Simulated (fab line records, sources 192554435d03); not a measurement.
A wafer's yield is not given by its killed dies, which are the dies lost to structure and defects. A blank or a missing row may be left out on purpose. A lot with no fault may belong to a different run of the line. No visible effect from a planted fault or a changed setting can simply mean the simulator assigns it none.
Struck lot and sound lot, side by side :: flow n5_finfet :: 15 out of 1938 route steps
Sound: the wafers L870.2, L870.3, L870.6. Wafers struck: L865.2, L865.6. The cause is named last.
At each step with rows: each side's tool, then ch and its chambers, then its first start. Under that, the readings that differ: sound wafers :: struck wafers :: difference of the means :: sigmas: that difference in standard deviations of wafers without a fault.
alike: readings whose means differ by less than 2 such deviations, and words and numbers that are the same on both sides. not compared: withheld readings, readings that some wafer has no value for, bounds like >300 that may hide the same value, and numbers for which the record gives no deviation and whose values overlap.
The two part at a step that has a row with sigmas, a row that says differs or no value, or rows on one side only. Numbers that don't overlap but have no deviation are shown without sigmas and don't part them. Lack of a reading on every wafer of one side parts them only where that side has two or more wafers.

first, 1 step without rows for these wafers: N5_BEOL_M1_DEVELOP_27 (develop time 30 s).
N5_BEOL_M1_CD_MEAS_28: target cd y 23.3 nm.
  sound on cd_sem-02 ch 0, day 11 03:46; struck on cd_sem-03 ch 0, day 10 02:53
  alike: cd_nm
N5_BEOL_M1_OVL_MEAS_29:
  sound on overlay-01 ch 0, day 11 03:48; struck on overlay-01 ch 0, day 10 02:55
  alike: V0_OVL
N5_BEOL_M1_INSPECT_30: inspects for defects (brightfield).
  sound on defect_inspect-01, day 11 03:52; struck on defect_inspect-02, day 10 02:58
  alike: raw_defect_count
then, 1 step without rows for these wafers: N5_BEOL_M1_DESCUM_33 (chemistry O2, time 7 s).
N5_BEOL_M1_ETCH_77: etches underlayer in N2/H2, target depth 6.5 nm, time 5.2 s.
  sound on rie_diel-04 ch 0,1,2, day 11 03:55; struck on rie_diel-03 ch 0, day 10 03:08
  alike: drypump_motor_current_A, etch_rf_on_time_s, n2_flow_sccm, oes_product_au, rf_vpp_V, showerhead_plenum_p_Torr, throttle_valve_pct
  not compared: rf_hours_counter_h
N5_BEOL_M1_ETCH_69: etches SiARC in CF4, target depth 15.6 nm, time 26 s.
  sound on rie_diel-04 ch 0,1,2, day 11 03:56; struck on rie_diel-03 ch 0, day 10 03:09
  alike: drypump_motor_current_A, etch_rf_on_time_s, oes_product_au, rf_vpp_V, showerhead_plenum_p_Torr, throttle_valve_pct
  not compared: rf_hours_counter_h
N5_BEOL_M1_ALD_98: deposits SiO2, target thk 2.5 nm, pulse time 1 s, co reactant pulse time 1 s.
  sound on ald_sin-02 ch 0,3, day 11 04:07; struck on ald_sin-04 ch 0,3, day 10 03:14
reading: precursor_pulse_height_rel
sound: 1.011 1.026 1.024
struck: 0.975 0.981
difference: -0.042
sigmas: -2
  alike: heater_power_w
N5_BEOL_M1_ETCHBACK_99: etches SiO2 in CHF3, target depth 5 nm, time 10.4 s.
  sound on rie_diel-04 ch 0,2, day 11 11:53; struck on rie_diel-03 ch 1,2, day 10 03:22
reading: drypump_motor_current_A (A)
sound: 6.5 6.2 6.5
struck: 5.0 5.1
difference: -1.4
sigmas: -3

reading: oes_product_au (a.u.)
sound: 0.68 0.72 0.68
struck: 0.99 0.75
difference: +0.18
sigmas: +2
  alike: rf_vpp_V, showerhead_plenum_p_Torr, throttle_valve_pct
  not compared: rf_hours_counter_h
N5_BEOL_M1_ETCH_70: etches SOC in N2/H2, target depth 80 nm, overetch 16 nm, time 120 s.
  sound on rie_diel-04 ch 0,2, day 11 11:55; struck on rie_diel-03 ch 1,2, day 10 03:25
reading: drypump_motor_current_A (A)
sound: 6.5 6.2 6.5
struck: 5.1 5.1
difference: -1.3
sigmas: -3

reading: oes_product_au (a.u.)
sound: 0.52 0.56 0.51
struck: 0.73 0.58
difference: +0.12
sigmas: +2

reading: throttle_valve_pct (%)
sound: 18.00 18.02 18.00
struck: 17.33 17.80
difference: -0.44
sigmas: -2
  alike: n2_flow_sccm, rf_vpp_V, showerhead_plenum_p_Torr
  not compared: rf_hours_counter_h
then, 2 steps without rows for these wafers: N5_BEOL_M1_STRIP_71 (strips in N2/H2); N5_BEOL_M1_STRIP_78 (strips in N2/H2).
N5_BEOL_M1_VIA_ETCH_34: etches the open film in C4F6/O2, target depth 67.8 nm, time 64.4 s.
  sound on rie_diel-04 ch 0,2, day 11 12:01; struck on rie_diel-03 ch 1,2, day 10 03:31
reading: drypump_motor_current_A (A)
sound: 6.5 6.2 6.5
struck: 5.1 5.1
difference: -1.3
sigmas: -3

reading: oes_o_777_au (a.u.)
sound: 0.67 0.73 0.67
struck: 0.94 0.76
difference: +0.16
sigmas: +2

reading: oes_product_au (a.u.)
sound: 0.68 0.72 0.67
struck: 1.27 0.97
difference: +0.43
sigmas: +5

reading: model.etch.depth_nm (nm)
sound: 68.06 67.75 68.01
struck: 102.9 99.25
difference: +33.1
sigmas: 

reading: model.SOC_of_BEOL_M1_COAT_67.thk_nm (nm)
sound: 52.2 52 52.2
struck: 48 48.2
difference: -4
sigmas: 
  alike: rf_vpp_V, showerhead_plenum_p_Torr, throttle_valve_pct
  not compared: rf_hours_counter_h, model.BEOL_M1.cd_nm
then, 1 step without rows for these wafers: N5_BEOL_M1_STRIP_83 (strips in C4F6/O2).
-- record jumps: 2 days separate the struck wafers' starts on either side; left off in module BEOL_M1, taken up again in module BEOL_M4, whose first shown step is the route's number 1111 --
N5_BEOL_M4_RC_MEAS_101:
  sound on prober-02 ch 0, day 14 05:29; struck on prober-01 ch 0, day 12 14:52
reading: DIBL_N (mV/V)
sound: 39.6 38.6 37.0
struck: 35.7 33.9
difference: -3.6
sigmas: -2

reading: IOFF_N (nA/um)
sound: 0.25 0.20 0.18
struck: 0.15 0.13
difference: -0.07
sigmas: -2

reading: SS_N (mV/dec)
sound: 73.6 72.5 72.5
struck: 71.6 70.8
difference: -1.7
sigmas: -3
  alike: DIBL_P, IOFF_P, ION_N, ION_P, SS_P, VT_N, VT_P

## WHERE THEY PART
First at N5_BEOL_M1_ALD_98; last, within this record, at N5_BEOL_M4_RC_MEAS_101.

WHY: what the simulator had put in
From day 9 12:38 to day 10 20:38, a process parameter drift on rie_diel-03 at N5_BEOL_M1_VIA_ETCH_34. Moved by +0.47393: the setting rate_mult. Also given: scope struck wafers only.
